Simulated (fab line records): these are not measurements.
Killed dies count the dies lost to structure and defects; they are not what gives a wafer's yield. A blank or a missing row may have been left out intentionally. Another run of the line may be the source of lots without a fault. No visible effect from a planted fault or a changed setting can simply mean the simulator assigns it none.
What tool caused it?	flow n5Finfet	9 lots with 26 wafers sampled at 6 steps, on a route of 1938 steps

## WHAT THE GAUGES READ, wafer by wafer
N5_MOL_CONTACT_COAG_THK_MEAS_53. Usual: VIA_MOL_THK gives 43.9 nm (standard deviation 0.64).
lot	measured	on	VIA_MOL_THK (nm)	flag
L553	day 5 07:43	filmMetro-02	43.8 43.9 45.3	
L554	day 5 09:11	filmMetro-02	43.5 43.3 44.0	
L562	day 7 13:26	filmMetro-01	43.9 43.9 44.1	
L563	day 8 03:25	filmMetro-01	42.7 44.0 43.8	
L568	day 8 23:35	filmMetro-01	44.8 42.9 44.6	
L571	day 9 20:29	filmMetro-01	43.5 44.1 44.3	
L572	day 10 00:53	filmMetro-02	44.4 43.7	
L573	day 10 13:32	filmMetro-01	44.0 44.7 44.3	
L574	day 10 17:31	filmMetro-01	43.2 43.6 44.5	

N5_BEOL_M0_SAQP_CD_MEAS_14: target cd 42.5 nm. Usual: cdNm 42.4 nm, standard deviation 0.38.
lot	measured	on	cdNm (nm)	flag
L553	day 6 10:31	cdSem-03	42.4 42.4 42.2	
L554	day 6 10:40	cdSem-01	42.6 42.7 42.0	
L562	day 7 20:21	cdSem-02	38.5 38.5 39.0	OFF
L563	day 8 08:05	cdSem-03	39.7 39.9 39.4	OFF
L568	day 9 04:32	cdSem-01	41.9 42.6 42.7	
L571	day 10 04:02	cdSem-02	42.0 42.0 41.8	
L572	day 10 07:33	cdSem-02	43.0 43.1	
L573	day 10 17:56	cdSem-03	41.8 41.4 41.9	
L574	day 10 22:30	cdSem-02	41.8 42.2 41.9	

N5_BEOL_M4_RC_MEAS_101. Usual: DIBL_N 36.0 mV/V, standard deviation 1.7; DIBL_P 36.2 mV/V, standard deviation 2.3; IOFF_N 0.16 nA/um, standard deviation 0.03; IOFF_P 0.21 nA/um, standard deviation 0.036; ION_N 679 uA/um, standard deviation 11; ION_P 465 uA/um, standard deviation 7.1; SS_N 71.4 mV/dec, standard deviation 0.58; SS_P 73.3 mV/dec, standard deviation 0.75; VT_N 249 mV, standard deviation 3.1; VT_P -251 mV, standard deviation 3.5.
lot	measured	on	DIBL_N (mV/V)	DIBL_P (mV/V)	IOFF_N (nA/um)	IOFF_P (nA/um)	ION_N (uA/um)	ION_P (uA/um)	SS_N (mV/dec)	SS_P (mV/dec)	VT_N (mV)	VT_P (mV)	flag
L553	day 8 23:01	prober-02	35.5 38.1 38.1	34.9 37.4 38.4	0.14 0.18 0.19	0.22 0.26 0.28	681 683 691	465 468 471	71.0 71.8 71.3	73.4 73.6 73.9	248 248 245	-249 -246 -247	
L554	day 8 21:14	prober-01	33.9 32.7 35.4	33.3 31.5 35.5	0.14 0.12 0.15	0.19 0.17 0.21	673 665 683	461 459 467	71.0 70.9 70.4	73.1 72.2 72.8	248 252 249	-250 -253 -249	
L562	day 10 14:33	prober-01	35.2 36.2 35.6	36.6 37.4 35.9	0.13 0.15 0.14	0.20 0.22 0.18	650 667 665	455 455 458	71.3 71.1 71.6	74.1 72.5 73.0	254 251 254	-251 -250 -254	
L563	day 11 11:17	prober-02	36.8 38.4 36.1	38.0 40.1 37.2	0.16 0.21 0.16	0.26 0.29 0.24	673 687 685	465 475 473	72.1 72.0 70.6	73.9 74.0 72.9	251 247 247	-247 -244 -249	
L568	day 11 19:26	prober-01	33.6 35.7 35.5	34.0 35.9 35.8	0.16 0.18 0.18	0.19 0.20 0.21	687 697 695	461 464 463	71.4 71.6 71.7	73.0 73.0 73.6	249 247 246	-254 -250 -250	
L571	day 12 16:13	prober-02	39.7 36.6 36.5	41.2 37.7 37.4	0.23 0.15 0.15	0.28 0.22 0.20	703 672 681	477 469 469	72.0 71.9 71.9	73.9 73.8 72.5	244 249 249	-247 -250 -250	
L572	day 12 20:01	prober-02	36.7 34.3	39.3 35.5	0.20 0.14	0.22 0.16	691 679	467 456	71.7 71.2	73.9 72.3	244 250	-252 -255	
L573	day 13 18:41	prober-02	36.4 37.2 38.1	37.7 38.2 39.5	0.16 0.18 0.20	0.22 0.23 0.25	681 680 699	469 464 476	71.8 71.8 71.8	73.6 74.4 74.7	249 249 245	-251 -252 -249	
L574	day 14 01:46	prober-01	37.9 38.5 37.8	36.6 37.6 37.1	0.17 0.20 0.19	0.21 0.24 0.22	691 696 703	463 469 470	71.6 71.7 71.1	73.4 74.8 73.7	248 245 245	-250 -247 -249	

## WHAT TOOL EACH LOT RAN ON (gives the tool, then ch and the chambers of the sampled wafers, and finally the start)
lot	N5_BEOL_M0_SAQP_ILD_DEP_01	N5_BEOL_M0_SAQP_PEB_12	N5_BEOL_M0_SAQP_HM_OPEN_112
L553	pecvd-03 ch 0,1,2, day 6 07:26	lithoTrack-02 ch 0, day 6 10:26	rieDiel-02 ch 0,2,3, day 6 10:53
L554	pecvd-04 ch 0,2, day 6 07:43	lithoTrack-01 ch 0, day 6 10:36	rieDiel-03 ch 1,3, day 6 11:10
L562	pecvd-03 ch 0,1,2, day 7 16:52	lithoTrack-01 ch 0, day 7 20:17	rieDiel-02 ch 0,3, day 7 20:37
L563	pecvd-04 ch 0,1,2, day 8 06:49	lithoTrack-01 ch 0, day 8 08:02	rieDiel-04 ch 0,1, day 8 08:52
L568	pecvd-04 ch 0,1,2, day 9 03:01	lithoTrack-05 ch 0, day 9 04:28	rieDiel-03 ch 0,3, day 9 04:49
L571	pecvd-03 ch 1,2, day 9 23:55	lithoTrack-02 ch 0, day 10 03:58	rieDiel-02 ch 0,2,3, day 10 04:19
L572	pecvd-01 ch 0, day 10 04:19	lithoTrack-05 ch 0, day 10 07:29	rieDiel-03 ch 1,2, day 10 07:59
L573	pecvd-03 ch 0,2, day 10 16:58	lithoTrack-02 ch 0, day 10 17:52	rieDiel-03 ch 1,2, day 10 18:35
L574	pecvd-01 ch 1,2, day 10 20:55	lithoTrack-02 ch 0, day 10 22:26	rieDiel-02 ch 0,2, day 10 22:47
- N5_BEOL_M0_SAQP_ILD_DEP_01: deposits SiOC from DEMS/O2, target thk 45.419 nm, time 8.7 s.
- N5_BEOL_M0_SAQP_PEB_12: peb time 60 s.
- N5_BEOL_M0_SAQP_HM_OPEN_112: chemistry CHF3/O2, target SiO2, stops on a-Si, target depth 12 nm, time 13.5 s.

## WHAT THE TOOLS THEMSELVES READ (means of the sampled wafers that have a number; where no wafer has one, the mark that the record gives instead)
N5_BEOL_M0_SAQP_ILD_DEP_01. Usual: chamberPressureTorr 5.002 Torr, standard deviation 0.011; heaterPowerW 493 W, standard deviation 55; showerheadPlenumPTorr 5.697 Torr, standard deviation 0.016; throttleValvePct 11.8 %, standard deviation 0.73.
lot	tool	chamberPressureTorr (Torr)	heaterPowerW (W)	showerheadPlenumPTorr (Torr)	throttleValvePct (%)	flag
L553	pecvd-03	5.015	510	5.706	12.0	
L554	pecvd-04	5.011	501	5.701	11.9	
L562	pecvd-03	4.998	495	5.705	11.9	
L563	pecvd-04	5.004	514	5.698	11.5	
L568	pecvd-04	4.994	500	5.705	11.6	
L571	pecvd-03	4.995	477	5.704	11.9	
L572	pecvd-01	5.011	502	5.688	11.4	
L573	pecvd-03	5.009	439	5.691	12.0	
L574	pecvd-01	4.987	506	5.679	12.4	

N5_BEOL_M0_SAQP_PEB_12. Usual: exhaustPa 44.8 Pa, standard deviation 0.84.
lot	tool	exhaustPa (Pa)	flag
L553	lithoTrack-02	44.9	
L554	lithoTrack-01	45.0	
L562	lithoTrack-01	45.2	
L563	lithoTrack-01	44.8	
L568	lithoTrack-05	44.9	
L571	lithoTrack-02	46.4	
L572	lithoTrack-05	44.6	
L573	lithoTrack-02	45.1	
L574	lithoTrack-02	45.1	

N5_BEOL_M0_SAQP_HM_OPEN_112. Usual: CHF3_flow_sccm 50.02 sccm, standard deviation 0.15; drypumpMotorCurrentA 5.7 A, standard deviation 0.42; oes_f_703_au 0.79 a.u., standard deviation 0.081; oesProductAu 0.52 a.u., standard deviation 0.051; rfVppV 521 V, standard deviation 10; showerheadPlenumPTorr 2.40 Torr, standard deviation 0.085; throttleValvePct 18.86 %, standard deviation 0.2.
lot	tool	CHF3_flow_sccm (sccm)	drypumpMotorCurrentA (A)	oes_f_703_au (a.u.)	oesProductAu (a.u.)	rfVppV (V)	showerheadPlenumPTorr (Torr)	throttleValvePct (%)	flag
L553	rieDiel-02	49.97	5.4	0.75	0.49	528	2.35	18.83	
L554	rieDiel-03	50.03	6.1	0.81	0.51	514	2.53	18.99	
L562	rieDiel-02	49.93	5.3	0.75	0.50	531	2.34	18.88	
L563	rieDiel-04	49.91	6.3	0.80	0.51	525	2.31	18.88	
L568	rieDiel-03	50.22	6.0	0.80	0.51	515	2.49	19.07	
L571	rieDiel-02	50.01	5.4	0.73	0.48	528	2.34	18.87	
L572	rieDiel-03	50.07	5.8	0.89	0.57	512	2.45	18.77	
L573	rieDiel-03	50.12	5.7	0.86	0.56	512	2.44	18.77	
L574	rieDiel-02	50.00	5.5	0.70	0.46	525	2.33	18.86	

## THE ANSWER, worked out from the rows above alone
Rule: a lot counts as off when the mean over its wafers that have a number is more than 3 standard deviations away from the usual mean. Also off: a lot with no number at a reading for which 4 or more lots have one. Any other lot the step has rows for is counted as sound. After the gauges, taken in route order, come the tools' own readings; for these a lot's mean is taken, as printed above. At the first step where some lot is off, the reading lying furthest off is the one used; lots without a number count as furthest.
Off, at N5_BEOL_M0_SAQP_CD_MEAS_14 on cdNm: L562, L563.
A tool fits if, at a process step before that reading, it ran every lot that is off, and no sound lot after the first of them. Those tools and the gauges at N5_BEOL_M0_SAQP_CD_MEAS_14 are tried in the same way. One fits: N5_BEOL_M0_SAQP_PEB_12 on lithoTrack-01. Its last sound lot is L554 (day 6 10:36), its first lot that is off L562 (day 7 20:17): a fault that began between those two fits.

## WHAT HAD BEEN PUT IN BY THE SIMULATOR
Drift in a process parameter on lithoTrack-01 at N5_BEOL_M0_SAQP_PEB_12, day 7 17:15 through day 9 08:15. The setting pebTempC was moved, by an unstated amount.
Lots struck among those shown: L562, L563. Same finding as the rule above.
